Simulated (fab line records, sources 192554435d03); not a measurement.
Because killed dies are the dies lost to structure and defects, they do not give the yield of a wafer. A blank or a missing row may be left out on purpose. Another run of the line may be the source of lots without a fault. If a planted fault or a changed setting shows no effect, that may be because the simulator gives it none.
8D (eight disciplines) problem report, filled in by code + flow n5-finfet + the parts of the form that need people (team, actions taken, sign-off) are left out

1. PROBLEM STATEMENT
Wafers without a fault read 1500.1 rpm, standard deviation 1; spin-speed-rpm at N5_BEOL_M7_COAT_22 reads a mean of 1549.2 rpm on 6 wafers belonging to 2 lots. That is +49 standard deviations from the usual mean.
The step: resist thk 30 nm.
Earliest sighting: wafer L538.1 on litho-track-02 at day 13 17:29. The record has a number at this step for 33 wafers belonging to 11 lots. Rule for "out" (also "out of limits"): further than 4 standard deviations from the usual mean. The other wafers with a number count as sound.

2. WHAT THIS IS AND IS NOT
| question                    | is                     | is not                                                                    |
|-----------------------------|------------------------|---------------------------------------------------------------------------|
| which readings at this step | spin-speed-rpm         | -                                                                         |
| which lots                  | L538, L542             | L523, L524, L528, L529, L531, L533, L535, L544, L545                      |
| which wafers of those lots  | all that have a number | -                                                                         |
| read on which tools         | litho-track-02         | litho-track-03, litho-track-04                                            |
| when                        | from day 13 17:29      | up to then (21 sound wafers); but 6 sound wafers of L544, L545 came after |

3. WHAT RULES OUT EACH SUSPECT
Counting: any tool at a process step up to the reading is kept as a suspect provided that every lot that is out went through it and no sound lot did after the first of them.
- litho-track-02 at N5_BEOL_M7_COAT_22 (resist thk 30 nm): kept. It processed each lot that is out, first L538 at day 13 17:29, and no sound lot thereafter; up to then, the last sound lot it processed was L535 at day 12 17:57. On those wafers its own readings are out: spin-speed-rpm.
Remaining after the count: litho-track-02 at N5_BEOL_M7_COAT_22.

4. THE CAUSE (what the simulator had put in)
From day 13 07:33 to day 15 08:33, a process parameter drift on litho-track-02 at N5_BEOL_M7_COAT_22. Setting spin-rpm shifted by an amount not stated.
Counting left only this tool.

5. THE EFFECT CHAIN, in route order
Each row: a reading where the mean over the struck wafers with a number is more than 3 standard deviations away from the usual. Only readings for which the record gives a usual standard deviation are gone through. hours: the time from each lot's start at the first step in this table that gives one to its start at this step, as a median over the lots. sigmas: the change in usual standard deviations.
| hours | step               | reading        | usual      | on struck wafers | change | sigmas |
|-------|--------------------|----------------|------------|------------------|--------|--------|
| 0     | N5_BEOL_M7_COAT_22 | spin-speed-rpm | 1500.1 rpm | 1549.2           | +49.1  | +49    |
Its process steps:
- N5_BEOL_M7_COAT_22: resist thk 30 nm.
Later measuring or inspecting steps at which every struck wafer that the step has a row for has a number for every such reading, and none has moved that far: N5_BEOL_M7_OVL_MEAS_29.

6. HOW IT WOULD HAVE BEEN CAUGHT EARLIER
10 hours passed between the start of the fault at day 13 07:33 and the first reading out of limits in this record, taken at day 13 17:29.
